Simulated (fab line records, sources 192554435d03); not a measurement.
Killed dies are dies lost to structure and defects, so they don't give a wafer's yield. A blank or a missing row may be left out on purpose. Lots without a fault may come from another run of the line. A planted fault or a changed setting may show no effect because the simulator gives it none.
fab line records | flow n5_finfet | part 1 of 2: steps 1 to 18 of 27
record lots=5 wafers=15 last_day=18
route steps=1938 shown BEOL_M10@1503
lots that met no fault: from a run of the same line without faults
start_h: hours from the record's first day to the start of the lot's first wafer shown | wait_h: hours since the lot's step before | " the same as in the row above | L1.1+2: a row that stands for several wafers | - no value, or no start given | * or withheld: withheld | < > ~ a bound
route shown NAME@n: a module of which the file shows steps, and the number in the route of the first | usual: mean/standard deviation of fault-free wafers | same: alike in all rows | chamber/n: place in a boat | sites: the reading at each site | _std_site: their standard deviation | _edge_site: outer sites' mean less inner sites' | radius_mm: how far each site lies from the wafer's centre | mask NAME#n: copy n | behind: the tool/chamber that last shaped the wafer | hold: why the lot was held/for how many hours/how that ended | device: the transistor (n, p or np) that didn't switch | end of line: the same wafers' tests at the end of the route | a step without rows: its recipe alone | killed: dies lost to structure and defects at the first sort, not the wafer's yield | map: a wafer's dies, x killed, . not, _ none there
set.NAME: the setting as run; set.NAME@STEP: as run at that earlier step | model.NAME: the simulator's own value behind a step, which no gauge read
lots at some steps of the route; a table a step, a row a wafer
services: from which hour (start_h, from the record's first day; less than 0 if before it) a tool's chamber was out of use, for how many hours, and why
## steps
# step N5_BEOL_M10_OVL_MEAS_29
# recipe points_per_wafer=44
# usual V9_OVL=0.3/0.79
# columns lot.wafer tool chamber start_h wait_h V9_OVL[nm]
L077.2 overlay-01 0 254.73 0.0 0.0
L077.3 " 0 " " 1.3
L077.5 " 0 " " 1.4
L083.1 overlay-01 0 284.27 0.0 0.5
L083.5 " 0 " " -0.3
L083.6 " 0 " " 1.5
L090.4 overlay-02 0 324.77 0.0 0.7
L090.5 " 0 " " -0.2
L090.6 " 0 " " 0.3
L092.2 overlay-01 0 343.37 0.0 0.6
L092.3 " 0 " " -0.5
L092.5 " 0 " " -0.3
L097.2 overlay-01 0 373.05 0.0 -0.7
L097.4 " 0 " " -1.2
L097.6 " 0 " " -0.4
# step N5_BEOL_M10_INSPECT_30
# recipe mode=adi inspect_instrument=brightfield
# usual raw_defect_count=388/86
# columns lot.wafer tool chamber start_h wait_h raw_defect_count
L077.2 defect_inspect-02 - 254.75 0.0 332
L077.3 " - " " 240
L077.5 " - " " 268
L083.1 defect_inspect-02 - 284.29 0.0 321
L083.5 " - " " 301
L083.6 " - " " 424
L090.4 defect_inspect-01 - 324.80 0.0 400
L090.5 " - " " 367
L090.6 " - " " 507
L092.2 defect_inspect-01 - 343.39 0.0 354
L092.3 " - " " 358
L092.5 " - " " 322
L097.2 defect_inspect-02 - 373.08 0.0 452
L097.4 " - " " 446
L097.6 " - " " 398
# step N5_BEOL_M10_DESCUM_33
# recipe chemistry=O2 time_s=7.9 source_power_w=50 bias_power_w=20 pressure_mtorr=20 rf_frequency_hz=2.712e+07 temp_c=40 resist=CAR-ArF o2_flow_sccm=225
# usual drypump_motor_current_A=5.9/0.47 oes_product_au=0.80/0.072 rf_vpp_V=243.8/1.4 showerhead_plenum_p_Torr=2.14/0.069 throttle_valve_pct=20.4/0.4
# columns lot.wafer tool chamber start_h wait_h drypump_motor_current_A oes_product_au rf_hours_counter_h rf_vpp_V showerhead_plenum_p_Torr throttle_valve_pct
L077.2 rie_diel-04 1 254.78 0.0 5.8 1.04 0 241.8 2.13 19.9
L077.3 " 2 " " 6.3 0.79 117 243.5 2.21 20.6
L077.5 " 2 " " 6.2 0.78 - 246.0 2.21 20.5
L083.1 rie_diel-06 3 284.33 0.0 5.0 0.73 212 243.8 2.14 20.3
L083.5 " 1 " " 6.5 0.81 - 245.3 2.19 20.3
L083.6 " 2 " " 5.9 0.89 - 242.8 2.03 20.0
L090.4 rie_diel-04 2 324.83 0.0 6.2 0.75 142 244.0 2.21 20.6
L090.5 " 2 " " 6.2 0.76 - 244.9 2.20 20.6
L090.6 " 3 " " 6.3 0.77 - 243.0 2.12 20.3
L092.2 rie_diel-05 2 343.43 0.0 5.4 0.78 132 243.2 2.00 20.1
L092.3 " 3 " " 5.8 0.94 12 244.7 2.14 19.9
L092.5 " 3 " " 5.8 0.93 - 242.6 2.14 19.9
L097.2 rie_diel-04 0 373.11 0.0 5.0 0.78 114 242.1 2.05 21.0
L097.4 " 1 " " 5.8 0.90 42 244.3 2.11 20.0
L097.6 " 2 " " 6.2 0.74 - 244.2 2.20 20.6
# step N5_BEOL_M10_ETCH_65
# recipe chemistry=CF4 target=SiARC target_depth_a=390 mask_material=CAR-ArF time_s=65 ion_energy_ev=80 pressure_mtorr=40 source_w=545 bias_w=36 Ar_flow_sccm=100 cf4_flow_sccm=100 ends=cleared
# usual drypump_motor_current_A=5.9/0.47 etch_rf_on_time_s=64.6/1.3 oes_product_au=0.68/0.057 rf_vpp_V=184.6/1.1 showerhead_plenum_p_Torr=2.18/0.058 throttle_valve_pct=15.55/0.27
# columns lot.wafer tool chamber start_h wait_h drypump_motor_current_A etch_rf_on_time_s oes_product_au rf_hours_counter_h rf_vpp_V showerhead_plenum_p_Torr throttle_valve_pct
L077.2 rie_diel-04 1 254.82 0.0 5.8 66.4 0.85 0 184.4 2.20 15.17
L077.3 " 2 " " 6.3 63.9 0.66 117 185.7 2.24 15.64
L077.5 " 2 " " 6.3 63.9 0.66 - 184.9 2.24 15.66
L083.1 rie_diel-06 3 284.36 0.0 5.1 65.5 0.61 212 185.0 2.19 15.52
L083.5 " 1 " " 6.5 61.9 0.69 - 185.2 2.25 15.53
L083.6 " 2 " " 5.9 65.4 0.75 - 183.4 2.12 15.40
L090.4 rie_diel-04 2 324.87 0.0 6.3 63.8 0.65 142 183.4 2.23 15.71
L090.5 " 2 " " 6.3 63.6 0.65 - 186.4 2.23 15.70
L090.6 " 3 " " 6.3 63.7 0.68 - 184.3 2.14 15.38
L092.2 rie_diel-05 2 343.46 0.0 5.4 63.9 0.66 132 183.0 2.08 15.53
L092.3 " 3 " " 5.8 63.1 0.80 12 184.2 2.18 15.00
L092.5 " 3 " " 5.9 63.8 0.79 - 184.3 2.18 15.01
L097.2 rie_diel-04 0 373.15 0.0 4.9 65.2 0.67 114 184.3 2.06 15.84
L097.4 " 1 " " 5.8 66.2 0.75 42 183.4 2.19 15.25
L097.6 " 2 " " 6.3 64.9 0.64 - 185.9 2.22 15.73
# step N5_BEOL_M10_ETCH_66
# recipe chemistry=N2/H2 target=SOC target_depth_a=1200 overetch_a=240 mask_material=SiARC temp_c=40 time_s=180 ion_energy_ev=200 pressure_mtorr=30 source_w=840 bias_w=150 n2_flow_sccm=200 h2_flow_sccm=200
# usual drypump_motor_current_A=5.9/0.47 n2_flow_sccm=199.9/0.62 oes_product_au=0.64/0.055 rf_vpp_V=525.1/2.3 showerhead_plenum_p_Torr=2.59/0.087 throttle_valve_pct=17.7/0.35
# columns lot.wafer tool chamber start_h wait_h drypump_motor_current_A n2_flow_sccm oes_product_au rf_hours_counter_h rf_vpp_V showerhead_plenum_p_Torr throttle_valve_pct
L077.2 rie_diel-04 1 254.87 0.0 5.8 200.2 0.81 0 526.1 2.62 17.5
L077.3 " 2 " " 6.3 199.8 0.63 117 527.7 2.69 18.0
L077.5 " 2 " " 6.3 199.5 0.63 - 526.1 2.69 18.0
L083.1 rie_diel-06 3 284.41 0.0 5.0 199.4 0.59 212 526.5 2.64 18.0
L083.5 " 1 " " 6.5 199.8 0.64 - 526.8 2.66 17.6
L083.6 " 2 " " 5.9 199.2 0.70 - 521.0 2.45 17.2
L090.4 rie_diel-04 2 324.92 0.0 6.3 198.8 0.61 142 526.0 2.68 18.0
L090.5 " 2 " " 6.3 199.2 0.61 - 526.9 2.68 18.0
L090.6 " 3 " " 6.3 199.5 0.63 - 524.0 2.57 17.8
L092.2 rie_diel-05 2 343.51 0.0 5.4 199.0 0.62 132 522.2 2.45 17.6
L092.3 " 3 " " 5.9 199.5 0.74 12 525.8 2.58 17.0
L092.5 " 3 " " 5.8 199.7 0.74 - 526.1 2.58 17.0
L097.2 rie_diel-04 0 373.20 0.0 5.0 200.9 0.64 114 521.5 2.42 17.8
L097.4 " 1 " " 5.8 200.4 0.72 43 526.1 2.60 17.6
L097.6 " 2 " " 6.3 199.6 0.60 - 525.6 2.67 18.1
# step N5_BEOL_M10_STRIP_69
# recipe chemistry=N2/H2 temp_c=40 n2_flow_sccm=200 h2_flow_sccm=200 rf_frequency_hz=6e+07
# columns lot.wafer tool chamber start_h wait_h
L077.2+3+5 rie_diel-04 1,2,2 254.98 0.1
L083.1+5+6 rie_diel-06 3,1,2 284.53 0.1
L090.4+5+6 rie_diel-04 2,2,3 325.03 0.1
L092.2+3+5 rie_diel-05 2,3,3 343.63 0.1
L097.2+4+6 rie_diel-04 0,1,2 373.31 0.1
# step N5_BEOL_M10_VIA_ETCH_34
# recipe chemistry=C4F6/O2 target=SiCOH_lowk target_depth_a=1845 mask_material=SOC taper_deg=4 time_s=69.2 ion_energy_ev=250 pressure_mtorr=30 source_w=345 bias_w=185 Ar_flow_sccm=300 C4F6_flow_sccm=10 O2_flow_sccm=10
# usual drypump_motor_current_A=5.9/0.47 oes_o_777_au=0.81/0.068 oes_product_au=0.80/0.066 rf_vpp_V=665/7.4 showerhead_plenum_p_Torr=2.90/0.084 throttle_valve_pct=20.8/0.35
# columns lot.wafer tool chamber start_h wait_h drypump_motor_current_A oes_o_777_au oes_product_au rf_hours_counter_h rf_vpp_V showerhead_plenum_p_Torr throttle_valve_pct
L077.2 rie_diel-04 1 254.99 0.0 5.8 0.99 0.99 0 660 2.92 20.5
L077.3 " 2 " " 6.3 0.82 0.78 117 664 2.99 21.0
L077.5 " 2 " " 6.3 0.83 0.78 - 664 2.99 21.0
L083.1 rie_diel-06 3 284.54 0.0 5.0 0.71 0.72 212 672 2.92 20.8
L083.5 " 1 " " 6.5 0.80 0.81 - 654 2.99 20.8
L083.6 " 2 " " 5.9 0.83 0.88 - 665 2.79 20.7
L090.4 rie_diel-04 2 325.04 0.0 6.3 0.79 0.76 142 663 2.97 21.0
L090.5 " 2 " " 6.3 0.79 0.76 - 663 2.97 21.0
L090.6 " 3 " " 6.3 0.79 0.78 - 669 2.85 20.6
L092.2 rie_diel-05 2 343.64 0.0 5.5 0.77 0.77 132 676 2.74 20.6
L092.3 " 3 " " 5.8 0.92 0.92 12 665 2.89 20.3
L092.5 " 3 " " 5.9 0.93 0.92 - 664 2.89 20.3
L097.2 rie_diel-04 0 373.32 0.0 4.9 0.87 0.79 114 662 2.76 21.3
L097.4 " 1 " " 5.8 0.86 0.87 43 659 2.90 20.6
L097.6 " 2 " " 6.3 0.78 0.74 - 662 2.97 21.1
# step N5_BEOL_M10_STRIP_73
# recipe chemistry=C4F6/O2 resist=SiARC rf_frequency_hz=6e+07
# columns lot.wafer tool chamber start_h wait_h
L077.2+3+5 rie_diel-04 1,2,2 255.05 0.0
L083.1+5+6 rie_diel-06 3,1,2 284.59 0.0
L090.4+5+6 rie_diel-04 2,2,3 325.09 0.0
L092.2+3+5 rie_diel-05 2,3,3 343.69 0.0
L097.2+4+6 rie_diel-04 0,1,2 373.37 0.0
# step N5_BEOL_M10_STRIP_36
# recipe chemistry=N2/H2 power_w=450 temp_c=40 pressure_mtorr=20 rf_frequency_hz=6e+07 overash_fraction=0.3 bias_power_w=7 h2_frac=0.5 n2_flow_sccm=200 h2_flow_sccm=200
# usual drypump_motor_current_A=5.9/0.47 n2_flow_sccm=200.0/0.57 oes_product_au=0.80/0.072 rf_vpp_V=59.2/1.9 showerhead_plenum_p_Torr=2.58/0.087 throttle_valve_pct=23.5/0.44
# columns lot.wafer tool chamber start_h wait_h drypump_motor_current_A n2_flow_sccm oes_product_au rf_hours_counter_h rf_vpp_V showerhead_plenum_p_Torr throttle_valve_pct
L077.2 rie_diel-04 1 255.06 0.0 5.8 199.4 1.02 0 59.3 2.62 23.6
L077.3 " 2 " " 6.3 200.0 0.79 117 59.1 2.69 23.7
L077.5 " 2 " " 6.3 200.1 0.79 - 60.5 2.69 23.8
L083.1 rie_diel-06 3 284.60 0.0 5.1 200.9 0.72 212 59.5 2.64 24.0
L083.5 " 1 " " 6.5 200.2 0.80 - 60.4 2.66 23.3
L083.6 " 2 " " 5.9 199.7 0.89 - 61.8 2.45 22.9
L090.4 rie_diel-04 2 325.10 0.0 6.3 199.8 0.76 142 57.6 2.68 23.8
L090.5 " 2 " " 6.3 200.1 0.75 - 58.6 2.68 23.8
L090.6 " 3 " " 6.3 200.4 0.77 - 60.0 2.57 23.8
L092.2 rie_diel-05 2 343.70 0.0 5.4 199.1 0.78 132 59.3 2.45 23.3
L092.3 " 3 " " 5.8 200.3 0.92 12 54.7 2.57 22.7
L092.5 " 3 " " 5.8 200.9 0.93 - 62.1 2.57 22.7
L097.2 rie_diel-04 0 373.38 0.0 5.0 200.2 0.78 114 60.0 2.42 23.4
L097.4 " 1 " " 5.8 199.9 0.90 43 63.2 2.60 23.7
L097.6 " 2 " " 6.3 199.8 0.74 - 59.7 2.67 23.8
# step N5_BEOL_M10_TRENCH_ETCH_37
# recipe chemistry=C4F6/O2 target_depth_a=1488.3 target=SiCOH_lowk time_s=48 ion_energy_ev=250 pressure_mtorr=30 source_w=345 bias_w=185 Ar_flow_sccm=300 C4F6_flow_sccm=10 O2_flow_sccm=10
# usual drypump_motor_current_A=5.9/0.47 oes_o_777_au=0.81/0.069 oes_product_au=0.80/0.065 rf_vpp_V=665/7.6 showerhead_plenum_p_Torr=2.90/0.084 throttle_valve_pct=20.9/0.35
# columns lot.wafer tool chamber start_h wait_h drypump_motor_current_A oes_o_777_au oes_product_au rf_hours_counter_h rf_vpp_V showerhead_plenum_p_Torr throttle_valve_pct
L077.2 rie_diel-04 1 - - 5.8 0.99 0.99 0 661 2.92 20.5
L077.3 " 2 " " 6.2 0.82 0.78 117 663 2.99 21.0
L077.5 " 2 " " 6.2 0.82 0.79 - 664 2.99 21.0
L083.1 rie_diel-06 3 - - 5.0 0.71 0.72 212 672 2.92 20.9
L083.5 " 1 " " 6.5 0.81 0.81 - 654 2.99 20.9
L083.6 " 2 " " 5.9 0.84 0.88 - 664 2.79 20.7
L090.4 rie_diel-04 2 - - 6.3 0.79 0.76 142 663 2.97 21.0
L090.5 " 2 " " 6.3 0.79 0.75 - 662 2.97 21.0
L090.6 " 3 " " 6.2 0.78 0.77 - 667 2.85 20.6
L092.2 rie_diel-05 2 - - 5.4 0.76 0.78 132 677 2.74 20.7
L092.3 " 3 " " 5.8 0.93 0.92 12 665 2.89 20.3
L092.5 " 3 " " 5.8 0.93 0.92 - 663 2.89 20.3
L097.2 rie_diel-04 0 - - 5.0 0.87 0.79 114 662 2.76 21.3
L097.4 " 1 " " 5.7 0.87 0.87 43 659 2.90 20.6
L097.6 " 2 " " 6.3 0.78 0.73 - 662 2.97 21.1
# step N5_BEOL_M10_ETCH_41
# recipe chemistry=CH3F/O2 target=SiCN target_depth_a=426 taper_deg=2 time_s=86 ion_energy_ev=120 mask_material=TiN pressure_mtorr=30 source_w=395 bias_w=75 Ar_flow_sccm=150 CH3F_flow_sccm=30 O2_flow_sccm=20
# usual drypump_motor_current_A=5.9/0.47 oes_product_au=0.79/0.065 rf_vpp_V=298.1/1.6 showerhead_plenum_p_Torr=2.04/0.062 throttle_valve_pct=16.3/0.33
# columns lot.wafer tool chamber start_h wait_h drypump_motor_current_A oes_product_au rf_hours_counter_h rf_vpp_V showerhead_plenum_p_Torr throttle_valve_pct
L077.2 rie_diel-04 1 - - 5.8 0.99 0 298.3 2.05 15.9
L077.3 " 2 " " 6.3 0.78 117 299.1 2.11 16.4
L077.5 " 2 " " 6.3 0.78 - 298.8 2.11 16.4
L083.1 rie_diel-06 3 - - 5.0 0.72 212 299.8 2.05 16.3
L083.5 " 1 " " 6.5 0.81 - 298.7 2.11 16.2
L083.6 " 2 " " 5.9 0.88 - 296.2 1.96 16.1
L090.4 rie_diel-04 2 - - 6.3 0.76 142 296.9 2.10 16.5
L090.5 " 2 " " 6.3 0.76 - 299.7 2.10 16.5
L090.6 " 3 " " 6.3 0.77 - 297.1 2.00 16.1
L092.2 rie_diel-05 2 - - 5.4 0.77 132 296.1 1.92 16.1
L092.3 " 3 " " 5.8 0.91 12 298.9 2.04 15.7
L092.5 " 3 " " 5.8 0.92 - 298.1 2.04 15.7
L097.2 rie_diel-04 0 - - 5.0 0.79 114 296.5 1.93 16.6
L097.4 " 1 " " 5.8 0.87 43 297.5 2.04 15.9
L097.6 " 2 " " 6.2 0.74 - 299.6 2.09 16.5
# step N5_BEOL_M10_STRIP_77
# recipe chemistry=N2/H2 time_s=10 power_w=450 temp_c=40 pressure_mtorr=20 rf_frequency_hz=6e+07 bias_power_w=7 n2_flow_sccm=200 h2_flow_sccm=200
# usual drypump_motor_current_A=5.9/0.47 n2_flow_sccm=199.8/0.61 oes_product_au=0.80/0.071 rf_vpp_V=59.2/0.93 showerhead_plenum_p_Torr=2.58/0.087 throttle_valve_pct=23.5/0.44
# columns lot.wafer tool chamber start_h wait_h drypump_motor_current_A n2_flow_sccm oes_product_au rf_hours_counter_h rf_vpp_V showerhead_plenum_p_Torr throttle_valve_pct
L077.2 rie_diel-04 1 - - 5.9 199.2 1.03 0 58.6 2.62 23.6
L077.3 " 2 " " 6.3 200.0 0.79 117 58.5 2.69 23.7
L077.5 " 2 " " 6.3 199.9 0.78 - 60.5 2.69 23.7
L083.1 rie_diel-06 3 - - 5.1 199.3 0.73 212 59.7 2.64 24.0
L083.5 " 1 " " 6.5 199.7 0.80 - 59.0 2.66 23.3
L083.6 " 2 " " 5.9 200.7 0.89 - 58.8 2.45 22.9
L090.4 rie_diel-04 2 - - 6.3 200.4 0.76 142 58.3 2.68 23.8
L090.5 " 2 " " 6.3 200.2 0.76 - 59.0 2.68 23.8
L090.6 " 3 " " 6.2 199.9 0.77 - 58.8 2.57 23.7
L092.2 rie_diel-05 2 - - 5.4 200.6 0.76 132 57.5 2.45 23.3
L092.3 " 3 " " 5.8 199.0 0.93 12 59.4 2.57 22.7
L092.5 " 3 " " 5.8 198.6 0.93 - 59.1 2.57 22.7
L097.2 rie_diel-04 0 - - 5.0 199.6 0.78 114 59.8 2.42 23.4
L097.4 " 1 " " 5.8 199.2 0.90 43 59.8 2.60 23.7
L097.6 " 2 " " 6.2 200.0 0.74 - 58.6 2.67 23.8
# step N5_BEOL_M10_OCD_MEAS_38
# usual trench_depth_nm=148.8/2.7
# columns lot.wafer tool chamber start_h wait_h trench_depth_nm
L077.2 ocd-02 - 255.28 - 143.3
L077.3 " - " " 150.0
L077.5 " - " " 150.4
L083.1 ocd-02 - 284.82 - 150.9
L083.5 " - " " 154.1
L083.6 " - " " 150.3
L090.4 ocd-02 - 325.33 - 150.1
L090.5 " - " " 148.6
L090.6 " - " " 148.7
L092.2 ocd-01 - 343.92 - 149.1
L092.3 " - " " 152.1
L092.5 " - " " 151.3
L097.2 ocd-01 - 373.61 - 146.5
L097.4 " - " " 145.5
L097.6 " - " " 148.1
# step N5_BEOL_M10_HM_STRIP_39
# recipe chemistry=peroxide_tin_strip material=TiN target_depth_a=250 temp_c=50 time_s=158
# columns lot.wafer tool chamber start_h wait_h
L077.2+3+5 wet_bench-06 7,4,6 255.31 0.0
L083.1+5+6 wet_bench-06 7,3,0 284.91 0.1
L090.4+5+6 wet_bench-01 0,5,7 325.36 0.0
L092.2+3+5 wet_bench-01 1,2,4 343.95 0.0
L097.2+4+6 wet_bench-06 4,7,3 373.64 0.0
# step N5_BEOL_M10_SRD_40
# recipe time_s=30 temp_c=23 rinse_liquid=diw dry=ipa_marangoni
# columns lot.wafer tool chamber start_h wait_h
L077.2+3+5 wet_bench-06 7,4,6 255.36 0.0
L083.1+5+6 wet_bench-06 7,3,0 284.95 0.0
L090.4+5+6 wet_bench-01 0,5,7 325.40 0.0
L092.2+3+5 wet_bench-01 1,2,4 344.00 0.0
L097.2+4+6 wet_bench-06 4,7,3 373.73 0.0
# step N5_BEOL_M10_PRECLEAN_42
# recipe chemistry=residue_remover time_s=60 temp_c=40
# columns lot.wafer tool chamber start_h wait_h
L077.2+3+5 wet_bench-06 7,4,6 255.37 0.0
L083.1+5+6 wet_bench-06 7,3,0 284.97 0.0
L090.4+5+6 wet_bench-01 0,5,7 325.42 0.0
L092.2+3+5 wet_bench-01 1,2,4 344.02 0.0
L097.2+4+6 wet_bench-06 4,7,3 373.76 0.0
# step N5_BEOL_M10_SRD_43
# recipe time_s=30 temp_c=23 rinse_liquid=diw dry=ipa_marangoni
# columns lot.wafer tool chamber start_h wait_h
L077.2+3+5 wet_bench-06 7,4,6 255.39 0.0
L083.1+5+6 wet_bench-06 7,3,0 284.99 0.0
L090.4+5+6 wet_bench-01 0,5,7 325.44 0.0
L092.2+3+5 wet_bench-01 1,2,4 344.03 0.0
L097.2+4+6 wet_bench-06 4,7,3 373.80 0.0
# step N5_BEOL_M10_CD_MEAS_35
# recipe target_cd_nm=70 polarity=opening
# usual cd_nm=69.5/0.7
# columns lot.wafer tool chamber start_h wait_h cd_nm
L077.2 cd_sem-02 - 255.43 0.0 70.3
L077.3 " - " " 70.3
L077.5 " - " " 70.3
L083.1 cd_sem-01 - 285.03 0.0 70.4
L083.5 " - " " 69.9
L083.6 " - " " 70.5
L090.4 cd_sem-02 - 325.48 0.0 70.0
L090.5 " - " " 70.9
L090.6 " - " " 69.3
L092.2 cd_sem-02 - 344.08 0.0 69.9
L092.3 " - " " 69.8
L092.5 " - " " 69.3
L097.2 cd_sem-03 - 373.85 0.0 70.7
L097.4 " - " " 69.4
L097.6 " - " " 69.7
